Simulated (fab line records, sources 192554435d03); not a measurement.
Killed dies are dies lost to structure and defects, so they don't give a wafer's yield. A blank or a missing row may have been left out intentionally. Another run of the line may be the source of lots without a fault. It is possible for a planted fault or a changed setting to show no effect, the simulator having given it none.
fab line records	flow n5_finfet
record: lots: 9	wafers: 27	last_day: 18
route steps=1938 shown BEOL_M4@1064
lots with no fault: from the same line, run without faults
start_h: hours from the record's opening day to when the first of the lot's shown wafers began	wait_h: hours from the lot's prior step to this one	" the same as in the row above	L1.1+2: several wafers, shown together as one row	- no value present, or no start provided	* or withheld: withheld	< > ~ a bound
route shown NAME@n: names a module that has steps shown in the file, with the first one's number in the route	usual: mean and standard deviation over wafers with no fault	same: alike in all rows	chamber/n: place in a boat	sites: per-site readings	_std_site: how widely they spread, as a standard deviation	_edge_site: the outer-site mean with the inner-site mean subtracted	radius_mm: for every site, how far away it sits from the centre of the wafer	mask NAME#n: copy n	behind: tool/chamber where the wafer was last shaped	hold: why the lot was held/for how many hours/how that ended	device: transistor that didn't switch, given as n, p or np	end of line: at the end of the route, the tests of the same wafers	for a step that has no rows: nothing shown but its recipe	killed: count of dies lost to structure and defects at first sort (not the wafer's yield)	map: per-die view of a wafer (x killed, . not killed, _ where there is no die)
set.NAME: the run value of the setting; set.NAME@STEP: its run value at that earlier step	model.NAME: the simulator's own value behind a step, which no gauge read
the route's steps for a sample of lots (tables are steps, rows are wafers)
services: from which hour (start_h, from the record's first day; less than 0 if before it) a tool's chamber was out of use, for how many hours, and why
== steps ==
step: N5_BEOL_M4_ETCH_70
recipe: chemistry: N2/H2	target: SOC	target_depth_a: 800	overetch_a: 240	mask_material: SiARC	temp_c: 40	time_s: 130	ion_energy_ev: 200	pressure_mtorr: 30	source_w: 840	bias_w: 150	n2_flow_sccm: 200	h2_flow_sccm: 200
usual: drypump_motor_current_A: 5.8/0.48	oes_product_au: 0.61/0.06	rf_vpp_V: 524.3/1.8	run_length_s: 153.4/0.33	showerhead_plenum_p_Torr: 2.56/0.06	throttle_valve_pct: 17.78/0.28
lot.wafer	tool	chamber	start_h	wait_h	drypump_motor_current_A	oes_product_au	rf_hours_counter_h	rf_vpp_V	run_length_s	showerhead_plenum_p_Torr	throttle_valve_pct
L776.1	rie_diel-06	0	164.59	0.0	5.1	0.59	129	525.7	153.8	2.67	17.93
L776.4	"	1	"	"	6.0	0.67	28	528.7	154.0	2.71	17.50
L776.6	"	2	"	"	5.5	0.51	-	525.9	153.8	2.62	18.24
L775.2	rie_diel-03	2	167.81	0.0	5.3	0.66	24	525.2	153.9	2.60	17.83
L775.5	"	2	"	"	5.4	0.67	-	524.9	153.5	2.60	17.81
L775.6	"	1	"	"	6.0	0.64	-	521.2	153.9	2.48	17.75
L780.1	rie_diel-01	0	198.86	0.0	6.7	0.69	5	526.5	152.9	2.62	17.59
L780.3	"	2	"	"	5.3	0.51	246	522.8	153.3	2.51	18.08
L780.4	"	1	"	"	6.5	0.63	78	524.8	153.0	2.56	17.36
L782.2	rie_diel-01	1	203.19	0.0	6.4	0.63	79	525.2	153.1	2.56	17.38
L782.4	"	3	"	"	5.5	0.51	233	521.8	153.2	2.51	18.11
L782.6	"	0	"	"	6.7	0.69	-	525.0	153.2	2.62	17.60
L784.3	rie_diel-01	1	222.72	0.0	6.5	0.62	87	526.0	153.8	2.56	17.38
L784.4	"	1	"	"	6.4	0.62	-	527.7	154.0	2.56	17.37
L784.5	"	0	"	"	6.7	0.66	-	524.4	153.0	2.61	17.59
L785.1	rie_diel-03	3	229.28	0.0	5.8	0.67	22	522.9	153.0	2.49	17.48
L785.4	"	0	"	"	5.9	0.65	33	526.9	153.3	2.58	17.89
L785.5	"	0	"	"	5.9	0.65	-	524.7	153.1	2.58	17.90
L791.1	rie_diel-03	3	268.89	0.0	5.7	0.65	35	521.9	153.2	2.48	17.53
L791.3	"	0	"	"	5.9	0.64	46	524.3	153.6	2.58	17.90
L791.4	"	2	"	"	5.4	0.63	-	524.0	153.7	2.59	17.87
L794.1	rie_diel-03	2	295.38	0.0	5.3	0.61	70	525.9	154.1	2.58	17.89
L794.4	"	0	"	"	5.9	0.63	55	525.0	153.3	2.57	17.90
L794.6	"	3	"	"	5.8	0.63	-	522.9	153.1	2.48	17.55
L797.1	rie_diel-01	0	308.22	0.0	6.7	0.64	41	526.6	153.0	2.60	17.63
L797.2	"	1	"	"	6.4	0.60	112	524.4	153.2	2.55	17.43
L797.6	"	1	"	"	6.4	0.60	-	524.9	153.5	2.55	17.44
step: N5_BEOL_M4_TRENCH_ETCH_37
recipe: chemistry: C4F6/O2	target_depth_a: 555.55	target: SiOC	time_s: 29.2	ion_energy_ev: 250	pressure_mtorr: 30	source_w: 355	bias_w: 185	Ar_flow_sccm: 300	C4F6_flow_sccm: 10	O2_flow_sccm: 10
usual: drypump_motor_current_A: 5.8/0.48	oes_o_777_au: 0.84/0.086	oes_product_au: 0.84/0.085	rf_vpp_V: 660/10	run_length_s: 52.52/0.3	showerhead_plenum_p_Torr: 2.86/0.066	throttle_valve_pct: 20.82/0.23
lot.wafer	tool	chamber	start_h	wait_h	drypump_motor_current_A	oes_o_777_au	oes_product_au	rf_hours_counter_h	rf_vpp_V	run_length_s	showerhead_plenum_p_Torr	throttle_valve_pct
L776.1	rie_diel-06	0	164.79	-	5.1	0.75	0.79	129	682	52.40	2.99	20.97
L776.4	"	1	"	"	6.0	0.93	0.90	28	668	52.68	3.04	20.72
L776.6	"	2	"	"	5.6	0.71	0.70	-	670	52.41	2.93	21.18
L775.2	rie_diel-03	2	168.02	-	5.3	0.88	0.89	24	659	52.74	2.90	20.89
L775.5	"	2	"	"	5.3	0.88	0.88	-	658	52.89	2.91	20.87
L775.6	"	1	"	"	6.0	0.87	0.87	-	656	52.14	2.81	20.98
L780.1	rie_diel-01	0	199.07	-	6.7	0.98	0.95	5	653	51.74	2.91	20.65
L780.3	"	2	"	"	5.3	0.72	0.69	246	644	52.48	2.81	21.12
L780.4	"	1	"	"	6.4	0.85	0.85	78	670	52.30	2.88	20.53
L782.2	rie_diel-01	1	203.40	-	6.4	0.85	0.85	79	669	52.25	2.88	20.54
L782.4	"	3	"	"	5.5	0.72	0.70	233	660	52.30	2.81	21.01
L782.6	"	0	"	"	6.7	0.97	0.94	-	653	51.77	2.91	20.64
L784.3	rie_diel-01	1	222.93	-	6.4	0.83	0.84	87	669	52.44	2.88	20.56
L784.4	"	1	"	"	6.4	0.84	0.83	-	669	52.61	2.88	20.55
L784.5	"	0	"	"	6.7	0.96	0.93	-	654	52.66	2.91	20.66
L785.1	rie_diel-03	3	229.49	-	5.7	0.94	0.93	22	649	51.96	2.77	20.40
L785.4	"	0	"	"	5.9	0.86	0.89	33	675	52.49	2.89	20.94
L785.5	"	0	"	"	5.9	0.86	0.90	-	675	52.36	2.89	20.93
L791.1	rie_diel-03	3	269.09	-	5.8	0.92	0.90	35	649	50.89	2.77	20.44
L791.3	"	0	"	"	5.9	0.84	0.87	47	673	51.40	2.89	20.96
L791.4	"	2	"	"	5.3	0.83	0.85	-	659	51.23	2.89	20.91
L794.1	rie_diel-03	2	295.59	-	5.3	0.81	0.83	70	658	51.61	2.88	20.95
L794.4	"	0	"	"	5.9	0.82	0.85	55	675	50.85	2.88	20.97
L794.6	"	3	"	"	5.8	0.90	0.89	-	648	50.56	2.76	20.45
L797.1	rie_diel-01	0	308.42	-	6.7	0.89	0.88	41	654	51.72	2.90	20.70
L797.2	"	1	"	"	6.4	0.81	0.82	112	669	52.53	2.87	20.57
L797.6	"	1	"	"	6.4	0.81	0.82	-	669	52.80	2.87	20.59
step: N5_BEOL_M4_OCD_MEAS_38
usual: trench_depth_nm: 55.8/0.98
lot.wafer	tool	chamber	start_h	wait_h	trench_depth_nm
L776.1	ocd-01	-	164.95	-	54.4
L776.4	"	-	"	"	56.7
L776.6	"	-	"	"	55.6
L775.2	ocd-01	-	168.17	-	54.1
L775.5	"	-	"	"	53.6
L775.6	"	-	"	"	56.0
L780.1	ocd-02	-	199.22	-	56.1
L780.3	"	-	"	"	54.8
L780.4	"	-	"	"	55.4
L782.2	ocd-01	-	203.55	-	56.5
L782.4	"	-	"	"	54.9
L782.6	"	-	"	"	55.9
L784.3	ocd-01	-	223.09	-	55.5
L784.4	"	-	"	"	55.4
L784.5	"	-	"	"	56.4
L785.1	ocd-02	-	229.64	-	57.3
L785.4	"	-	"	"	55.7
L785.5	"	-	"	"	55.6
L791.1	ocd-02	-	269.25	-	54.7
L791.3	"	-	"	"	53.1
L791.4	"	-	"	"	52.1
L794.1	ocd-02	-	295.74	-	52.4
L794.4	"	-	"	"	52.6
L794.6	"	-	"	"	54.8
L797.1	ocd-01	-	308.58	-	57.3
L797.2	"	-	"	"	56.7
L797.6	"	-	"	"	56.0
step: N5_BEOL_M4_DEGAS_44
recipe: ambient: vacuum	temp_c: 250	time_s: 60
usual: heater_power_w: 336/27
lot.wafer	tool	chamber	start_h	wait_h	heater_power_w
L776.1	pvd_sputter-03	-	165.56	0.5	311
L776.4	"	-	"	"	323
L776.6	"	-	"	"	331
L775.2	pvd_sputter-01	-	168.76	0.4	392
L775.5	"	-	"	"	293
L775.6	"	-	"	"	389
L780.1	pvd_sputter-02	-	199.73	0.4	343
L780.3	"	-	"	"	320
L780.4	"	-	"	"	368
L782.2	pvd_sputter-02	-	203.76	0.1	328
L782.4	"	-	"	"	374
L782.6	"	-	"	"	368
L784.3	pvd_sputter-03	-	223.37	0.1	314
L784.4	"	-	"	"	323
L784.5	"	-	"	"	329
L785.1	pvd_sputter-03	-	230.21	0.4	316
L785.4	"	-	"	"	330
L785.5	"	-	"	"	307
L791.1	pvd_sputter-02	-	269.85	0.4	334
L791.3	"	-	"	"	331
L791.4	"	-	"	"	363
L794.1	pvd_sputter-03	-	296.02	0.1	355
L794.4	"	-	"	"	316
L794.6	"	-	"	"	351
L797.1	pvd_sputter-01	-	309.05	0.3	303
L797.2	"	-	"	"	305
L797.6	"	-	"	"	389
step: N5_BEOL_M4_SURFACE_TREAT_85
recipe: gas: Ar	time_s: *	ion_energy_ev: *	ion_current_ma_cm2: 0.5	pressure_mtorr: *	ar_flow_sccm: 30
usual: ar_flow_sccm: 30.01/0.091	throttle_valve_pct: *
lot.wafer	tool	chamber	start_h	wait_h	ar_flow_sccm	throttle_valve_pct
L776.1	pvd_sputter-03	-	165.98	0.2	30.05	*
L776.4	"	-	"	"	29.93	*
L776.6	"	-	"	"	29.94	*
L775.2	pvd_sputter-02	-	169.18	0.2	30.14	*
L775.5	"	-	"	"	29.91	*
L775.6	"	-	"	"	29.90	*
L780.1	pvd_sputter-02	-	200.09	0.2	30.08	*
L780.3	"	-	"	"	30.12	*
L780.4	"	-	"	"	29.94	*
L782.2	pvd_sputter-01	-	204.70	0.5	30.00	*
L782.4	"	-	"	"	30.03	*
L782.6	"	-	"	"	29.92	*
L784.3	pvd_sputter-03	-	223.73	0.2	29.91	*
L784.4	"	-	"	"	29.82	*
L784.5	"	-	"	"	30.14	*
L785.1	pvd_sputter-03	-	232.21	1.6	30.00	*
L785.4	"	-	"	"	29.96	*
L785.5	"	-	"	"	30.02	*
L791.1	pvd_sputter-01	-	270.38	0.3	30.07	*
L791.3	"	-	"	"	30.01	*
L791.4	"	-	"	"	30.05	*
L794.1	pvd_sputter-02	-	297.49	1.2	30.06	*
L794.4	"	-	"	"	30.06	*
L794.6	"	-	"	"	29.98	*
L797.1	pvd_sputter-01	-	309.45	0.2	29.99	*
L797.2	"	-	"	"	29.92	*
L797.6	"	-	"	"	29.98	*
step: N5_BEOL_M4_RC_MEAS_101
usual: DIBL_N: 36.0/1.7	DIBL_P: 36.0/2	IOFF_N: 0.156/0.028	IOFF_P: 0.21/0.04	ION_N: 673/12	ION_P: 463/8.3	SS_N: 71.4/0.6	SS_P: 73.3/0.66	VT_N: 250/3	VT_P: -250/3.8
lot.wafer	tool	chamber	start_h	wait_h	DIBL_N[mV/V]	DIBL_P[mV/V]	IOFF_N[nA/um]	IOFF_P[nA/um]	ION_N[uA/um]	ION_P[uA/um]	SS_N[mV/dec]	SS_P[mV/dec]	VT_N[mV]	VT_P[mV]
L776.1	prober-02	0	169.30	0.0	35.8	35.5	0.155	0.16	674	460	72.5	73.2	250	-257
L776.4	"	0	"	"	38.5	39.1	0.207	0.22	680	454	72.3	74.7	248	-251
L776.6	"	0	"	"	35.0	35.3	0.146	0.17	668	454	70.5	73.0	248	-256
L775.2	prober-01	0	173.52	0.2	33.3	32.2	0.102	0.17	653	460	70.6	72.2	256	-253
L775.5	"	0	"	"	35.7	35.4	0.135	0.20	654	456	72.1	73.7	254	-251
L775.6	"	0	"	"	35.2	34.4	0.136	0.20	666	459	71.4	72.7	254	-249
L780.1	prober-02	0	203.34	0.0	39.3	39.6	0.205	0.27	676	471	72.0	75.0	248	-247
L780.3	"	0	"	"	36.9	36.2	0.154	0.21	662	456	71.2	74.1	254	-253
L780.4	"	0	"	"	38.1	36.6	0.160	0.21	662	455	71.5	74.0	254	-254
L782.2	prober-02	0	208.03	0.2	36.1	35.1	0.155	0.20	669	462	71.7	73.6	252	-251
L782.4	"	0	"	"	36.3	35.6	0.168	0.22	681	465	70.9	73.2	248	-247
L782.6	"	0	"	"	36.6	35.9	0.159	0.22	673	461	71.8	74.5	251	-250
L784.3	prober-02	0	227.16	0.3	32.3	32.4	0.112	0.19	658	462	70.2	72.7	254	-249
L784.4	"	0	"	"	34.6	35.4	0.156	0.23	682	467	71.0	73.5	250	-247
L784.5	"	0	"	"	34.7	35.3	0.142	0.22	660	459	71.6	73.2	252	-247
L785.1	prober-01	0	236.13	0.0	39.2	38.8	0.220	0.28	699	477	72.1	74.7	243	-247
L785.4	"	0	"	"	32.8	30.8	0.107	0.16	658	465	70.5	72.3	254	-252
L785.5	"	0	"	"	35.6	34.7	0.146	0.21	670	463	71.4	73.2	252	-252
L791.1	prober-02	0	274.15	0.0	38.8	38.5	0.179	0.24	675	463	71.9	73.6	249	-250
L791.3	"	0	"	"	37.1	36.2	0.156	0.22	687	470	71.3	72.2	248	-248
L791.4	"	0	"	"	37.9	36.2	0.163	0.22	672	460	71.2	72.9	251	-249
L794.1	prober-01	0	300.79	0.0	38.1	38.5	0.208	0.24	692	468	71.7	73.9	247	-249
L794.4	"	0	"	"	37.2	36.4	0.179	0.20	673	455	71.9	73.5	249	-254
L794.6	"	0	"	"	38.8	38.3	0.202	0.25	686	466	72.1	74.6	246	-250
L797.1	prober-02	0	312.58	0.0	36.8	37.8	0.184	0.23	694	471	71.0	73.2	246	-249
L797.2	"	0	"	"	36.1	37.0	0.167	0.21	684	464	71.1	72.9	248	-251
L797.6	"	0	"	"	36.3	36.7	0.166	0.21	680	459	71.8	73.4	247	-253
== services ==
tool	chamber	start_h	hours	kind
rie_diel-06	3	155.87	5.8	repair
rie_diel-01	0	167.59	-	clean
rie_diel-01	0	167.59	-	consumable_replace:focus_ring
rie_diel-01	0	167.59	20.5	scheduled_down
rie_diel-01	0	167.59	20.5	vent_cycle
rie_diel-06	2	184.66	-	clean
rie_diel-06	2	184.66	-	consumable_replace:focus_ring
rie_diel-06	2	184.66	21.6	scheduled_down
rie_diel-06	2	184.66	21.6	vent_cycle
rie_diel-01	2	210.24	-	clean
rie_diel-01	2	210.24	-	consumable_replace:focus_ring
rie_diel-01	2	210.24	15.4	scheduled_down
rie_diel-01	2	210.24	15.4	vent_cycle
rie_diel-03	-	221.21	0.3	repair
rie_diel-01	3	247.96	-	clean
rie_diel-01	3	247.96	-	consumable_replace:focus_ring
rie_diel-01	3	247.96	16.2	scheduled_down
rie_diel-01	3	247.96	16.2	vent_cycle
rie_diel-03	1	267.61	8.5	repair
rie_diel-01	-	282.13	15.6	pm
rie_diel-03	0	288.61	3.7	repair
== key ==
first_sign: step: N5_BEOL_M4_TRENCH_ETCH_37	reading: run_length_s	direction: down	sigmas: 4.8	usual: *	struck: *
effect: step: N5_BEOL_M4_OCD_MEAS_38	reading: trench_depth_nm	direction: down	sigmas: 2.6	usual: 55.8	struck: 53.3
met_at N5_BEOL_M4_TRENCH_ETCH_37
struck_lots L791,L794
not_acting_at N5_BEOL_M4_ETCH_70,N5_BEOL_M4_DEGAS_44,N5_BEOL_M4_SURFACE_TREAT_85
onset_between 229.49 269.09
fault: kind: process_parameter_drift	tool: rie_diel-03	chamber: -	onset_h: 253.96	steps: N5_BEOL_M4_TRENCH_ETCH_37	channel: time_s	offset: *	shape: step	end_h: 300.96	acts_in: *	stated: *
